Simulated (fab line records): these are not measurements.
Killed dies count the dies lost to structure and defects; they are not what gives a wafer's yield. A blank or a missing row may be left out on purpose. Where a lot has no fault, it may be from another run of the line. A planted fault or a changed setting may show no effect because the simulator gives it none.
Matching of chambers / flow n5 finfet / N5_BEOL_M1_ETCH_69 on rie diel-01: 3 sister chambers
The step etches SiARC in CF4, target depth 15.6 nm, time 26 s. 20 wafers are shown with their chamber, then 10 later ones without.

== EACH WAFER AND ITS CHAMBER ==
wafer=L077.1; chamber=3; drypump motor current A (A)=6.0; showerhead plenum p Torr (Torr)=2.16; throttle valve pct (%)=15.53
wafer=L077.2; chamber=1; drypump motor current A (A)=6.3; showerhead plenum p Torr (Torr)=2.11; throttle valve pct (%)=15.31
wafer=L077.3; chamber=2; drypump motor current A (A)=5.2; showerhead plenum p Torr (Torr)=2.09; throttle valve pct (%)=15.64
wafer=L079.1; chamber=2; drypump motor current A (A)=5.2; showerhead plenum p Torr (Torr)=2.09; throttle valve pct (%)=15.64
wafer=L079.4; chamber=2; drypump motor current A (A)=5.1; showerhead plenum p Torr (Torr)=2.09; throttle valve pct (%)=15.64
wafer=L079.5; chamber=3; drypump motor current A (A)=6.0; showerhead plenum p Torr (Torr)=2.16; throttle valve pct (%)=15.53
wafer=L087.3; chamber=3; drypump motor current A (A)=6.0; showerhead plenum p Torr (Torr)=2.15; throttle valve pct (%)=15.57
wafer=L087.4; chamber=3; drypump motor current A (A)=6.0; showerhead plenum p Torr (Torr)=2.15; throttle valve pct (%)=15.57
wafer=L087.5; chamber=2; drypump motor current A (A)=5.1; showerhead plenum p Torr (Torr)=2.08; throttle valve pct (%)=15.70
wafer=L088.1; chamber=2; drypump motor current A (A)=5.2; showerhead plenum p Torr (Torr)=2.08; throttle valve pct (%)=15.70
wafer=L088.4; chamber=3; drypump motor current A (A)=6.0; showerhead plenum p Torr (Torr)=2.15; throttle valve pct (%)=15.57
wafer=L088.5; chamber=2; drypump motor current A (A)=5.2; showerhead plenum p Torr (Torr)=2.08; throttle valve pct (%)=15.69
wafer=L090.3; chamber=2; drypump motor current A (A)=5.1; showerhead plenum p Torr (Torr)=2.08; throttle valve pct (%)=15.69
wafer=L090.4; chamber=3; drypump motor current A (A)=6.0; showerhead plenum p Torr (Torr)=2.15; throttle valve pct (%)=15.59
wafer=L090.5; chamber=1; drypump motor current A (A)=6.3; showerhead plenum p Torr (Torr)=2.10; throttle valve pct (%)=15.36
wafer=L091.2; chamber=2; drypump motor current A (A)=5.2; showerhead plenum p Torr (Torr)=2.08; throttle valve pct (%)=15.70
wafer=L091.3; chamber=1; drypump motor current A (A)=6.3; showerhead plenum p Torr (Torr)=2.10; throttle valve pct (%)=15.37
wafer=L091.6; chamber=3; drypump motor current A (A)=6.0; showerhead plenum p Torr (Torr)=2.15; throttle valve pct (%)=15.59
wafer=L092.1; chamber=3; drypump motor current A (A)=6.0; showerhead plenum p Torr (Torr)=2.15; throttle valve pct (%)=15.58
wafer=L092.2; chamber=1; drypump motor current A (A)=6.4; showerhead plenum p Torr (Torr)=2.10; throttle valve pct (%)=15.38

SIGNATURES, as means of the wafers listed above
reading=drypump motor current A; chamber 1=6.325; chamber 2=5.162; chamber 3=6.000; scatter within a chamber=0.0393
reading=showerhead plenum p Torr; chamber 1=2.1025; chamber 2=2.0838; chamber 3=2.1525; scatter within a chamber=0.00493
reading=throttle valve pct; chamber 1=15.3550; chamber 2=15.6750; chamber 3=15.5663; scatter within a chamber=0.0275
Rule: distance of a wafer from a chamber = root of the sum over the readings of ((wafer's reading minus chamber's mean) / reading's scatter) squared. The wafer belongs to the nearest chamber; if the next one is less than 2 further off, it can't be placed. The scatter is the square root of a quotient: the sum, over the shown wafers, of each reading's squared deviation from its chamber's mean, divided by wafers minus chambers.

== WAFERS WITH NO CHAMBER GIVEN ==
wafer=L092.5; drypump motor current A (A)=5.1; showerhead plenum p Torr (Torr)=2.08; throttle valve pct (%)=15.70
wafer=L093.1; drypump motor current A (A)=6.0; showerhead plenum p Torr (Torr)=2.15; throttle valve pct (%)=15.60
wafer=L093.2; drypump motor current A (A)=6.4; showerhead plenum p Torr (Torr)=2.09; throttle valve pct (%)=15.39
wafer=L093.5; drypump motor current A (A)=6.4; showerhead plenum p Torr (Torr)=2.09; throttle valve pct (%)=15.41
wafer=L095.1; drypump motor current A (A)=6.0; showerhead plenum p Torr (Torr)=2.14; throttle valve pct (%)=15.60
wafer=L095.3; drypump motor current A (A)=5.2; showerhead plenum p Torr (Torr)=2.08; throttle valve pct (%)=15.73
wafer=L095.6; drypump motor current A (A)=6.0; showerhead plenum p Torr (Torr)=2.14; throttle valve pct (%)=15.61
wafer=L096.2; drypump motor current A (A)=5.2; showerhead plenum p Torr (Torr)=2.08; throttle valve pct (%)=15.74
wafer=L096.5; drypump motor current A (A)=6.0; showerhead plenum p Torr (Torr)=2.14; throttle valve pct (%)=15.61
wafer=L096.6; drypump motor current A (A)=5.2; showerhead plenum p Torr (Torr)=2.08; throttle valve pct (%)=15.75

== WHICH CHAMBER EACH WENT THROUGH ==
wafer=L092.5; from the rows above=2; in truth=2
wafer=L093.1; from the rows above=3; in truth=3
wafer=L093.2; from the rows above=1; in truth=1
wafer=L093.5; from the rows above=1; in truth=1
wafer=L095.1; from the rows above=3; in truth=3
wafer=L095.3; from the rows above=2; in truth=2
wafer=L095.6; from the rows above=3; in truth=3
wafer=L096.2; from the rows above=2; in truth=2
wafer=L096.5; from the rows above=3; in truth=3
wafer=L096.6; from the rows above=2; in truth=2
Correctly placed: 10 of 10. Can't be placed from these rows: 0. Number placed wrongly: 0.
